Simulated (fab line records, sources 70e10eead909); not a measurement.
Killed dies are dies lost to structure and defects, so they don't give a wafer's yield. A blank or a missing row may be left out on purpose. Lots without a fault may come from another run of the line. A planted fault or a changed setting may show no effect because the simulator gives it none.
A struck lot beside a sound one | flow nand_harc | 17 steps out of a route of 1302
Sound: wafers L742.4, L742.5, L742.6. Struck: wafer L751.2. (L751.3, L751.4 of the same lot were not struck and are left out.) The cause comes at the end.
At each step with rows: each side's tool, then ch and its chambers, then its first start. Under that, the readings that differ: sound wafers | struck wafers | difference of the means | sigmas: that difference in standard deviations of wafers without a fault.
alike: readings whose means differ by less than 2 such deviations, and words and numbers that are the same on both sides. not compared: withheld readings, readings that some wafer has no value for, bounds like >300 that may hide the same value, and numbers for which the record gives no deviation and whose values overlap.
The two part at a step that has a row with sigmas, a row that says differs or no value, or rows on one side only. Numbers that don't overlap but have no deviation are shown without sigmas and don't part them. A reading that every wafer of one side lacks parts them only if that side has two wafers or more.

NHARC_A_M0_OVL_MEAS_10: pitch 160 nm.
  sound on overlay-01, day 23 21:09; struck on overlay-02, day 27 06:43
  reading           | sound       | struck | difference | sigmas
  overlay_y_nm (nm) | 1.0 0.9 0.9 | -0.8   | -1.7       | -2
  alike: overlay_x_nm
NHARC_A_M0_INSPECT_11:
  sound on defect_inspect-01, day 23 21:11; struck on defect_inspect-02, day 27 06:46
  reading          | sound       | struck | difference | sigmas
  raw_defect_count | 140 132 148 | 15     | -125       | -4
NHARC_A_M0_DESCUM_14: chemistry O2, time 3 s.
  sound on rie_diel-11 ch 0,1,2, day 23 21:16; struck on rie_diel-01 ch 0, day 27 06:50
  alike: drypump_motor_current_A, oes_product_au, rf_vpp_V, showerhead_plenum_p_Torr, throttle_valve_pct
  not compared: rf_hours_counter_h
NHARC_A_M0_ETCH_34: etches the open film in N2/H2, target depth 40 nm, overetch 12 nm, time 43.94 s.
  sound on rie_diel-11 ch 2,3, day 23 21:20; struck on rie_diel-01 ch 1, day 27 06:55
  alike: drypump_motor_current_A, oes_product_au, rf_vpp_V, showerhead_plenum_p_Torr, throttle_valve_pct
  not compared: rf_hours_counter_h
then, 1 step without rows for these wafers: NHARC_A_M0_ETCH_15 (etches the open film in C4F8/Ar, target depth 150 nm, overetch 15 nm, time 82.5 s).
NHARC_A_M0_CD_MEAS_16:
  sound on cd_sem-02, day 23 21:33; struck on cd_sem-02, day 27 07:07
  alike: cd_nm
then, 2 steps without rows for these wafers: NHARC_A_M0_STRIP_18 (strips in N2/H2); NHARC_A_M0_STRIP_19 (strips in post etch residue remover, time 600 s).
NHARC_A_M0_DEGAS_28: time 60 s.
  sound on pvd_sputter-02, day 23 22:10; struck on pvd_sputter-03, day 27 07:44
  alike: heater_power_w
then, 2 steps without rows for these wafers: NHARC_A_M0_PRE_CLEAN_29 (time 30 s); NHARC_A_M0_PVD_20 (deposits TaN, target thk 5 nm, time 8.06 s).
NHARC_A_M0_PVD_21: deposits Cu, target thk 30 nm, time 20.49 s.
  sound on pvd_sputter-02; struck on pvd_sputter-03
  alike: cathode_dc_power_W, throttle_valve_pct
NHARC_A_M0_ECD_22: material Cu, target thk 400 nm.
  sound on ecd_cu-01 ch 0,1, day 23 22:40; struck on ecd_cu-02 ch 1, day 27 08:07
  alike: bath_heat_duty_pct
NHARC_A_M0_ANNEAL_30: time 90 s.
  sound on rtp_anneal-01 ch 0, day 23 23:03; struck on rtp_anneal-02 ch 0, day 27 08:32
  alike: wafer_temp_C_max
NHARC_A_M0_CMP_23: polishes, t overpolish 20 s, target thk 113.75 nm.
  sound on cmp-04 ch 0,1,3, day 23 23:17; struck on cmp-04 ch 1, day 27 08:50
  reading                | sound    | struck | difference | sigmas
  time_to_endpoint_s (s) | 31 31 31 | 56     | +25        | +8
  alike: motor_current_A
NHARC_A_M0_THK_MEAS_24: measures by xrf.
  sound on film_metro-02, day 23 23:34; struck on film_metro-02, day 27 09:08
  alike: thk_nm
NHARC_END_SORT_01:
  the record has rows for the struck wafers here (prober-02 ch 0, day 29 00:02) and none for the sound ones

WHERE THEY PART
First at NHARC_A_M0_OVL_MEAS_10; last, within this record, at NHARC_END_SORT_01.

WHY: what the simulator had put in
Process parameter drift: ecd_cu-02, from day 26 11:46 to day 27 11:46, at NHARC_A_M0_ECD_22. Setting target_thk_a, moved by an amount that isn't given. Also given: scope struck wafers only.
